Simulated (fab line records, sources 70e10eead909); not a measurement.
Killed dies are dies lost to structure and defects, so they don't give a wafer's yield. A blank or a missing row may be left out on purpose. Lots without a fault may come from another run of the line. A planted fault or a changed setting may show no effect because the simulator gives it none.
Chamber matching | flow nand_harc | NHARC_A_SGD_CUT_DESCUM_14 on rie_diel-05: 4 sister chambers
The step chemistry O2, time 3 s. 4 wafers are shown with their chamber, then 11 later ones without.

WAFERS WITH THEIR CHAMBER
wafer  | chamber | drypump_motor_current_A (A)
L089.1 | 3       | 6.2
L089.2 | 1       | 5.1
L089.3 | 0       | 5.3
L089.4 | 2       | 5.6

WAFERS WITHOUT THEIR CHAMBER
wafer  | drypump_motor_current_A (A)
L089.5 | 5.3
L089.6 | 6.2
L092.2 | 5.3
L092.4 | 5.2
L092.6 | 5.3
L094.1 | 6.3
L094.4 | 5.1
L094.5 | 5.2
L096.2 | 5.2
L096.4 | 5.6
L096.6 | 5.6

WHICH CHAMBER EACH WENT THROUGH
wafer  | from the rows above     | in truth
L089.5 | 0                       | 0
L089.6 | 3                       | 3
L092.2 | 0                       | 0
L092.4 | can't be placed: 0 or 1 | 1
L092.6 | 0                       | 0
L094.1 | 3                       | 3
L094.4 | 1                       | 1
L094.5 | can't be placed: 0 or 1 | 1
L096.2 | can't be placed: 0 or 1 | 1
L096.4 | 2                       | 2
L096.6 | 2                       | 2
Placed correctly: 8 of 11. Can't be placed from these rows: 3 (the true chamber is among the candidates in 3). Placed wrongly: 0.
How it was worked out, from the rows above alone: a wafer's distance from a chamber is the root of the sum, over the readings, of the square of ((its reading less the chamber's mean) divided by the reading's scatter). The wafer belongs to the nearest chamber; if the next one is less than 2 further off, it can't be placed. A chamber's mean is the mean of its shown wafers. The scatter: with one shown wafer a chamber, the root of the mean of the squares of how far each hidden wafer lies from its nearest shown one.
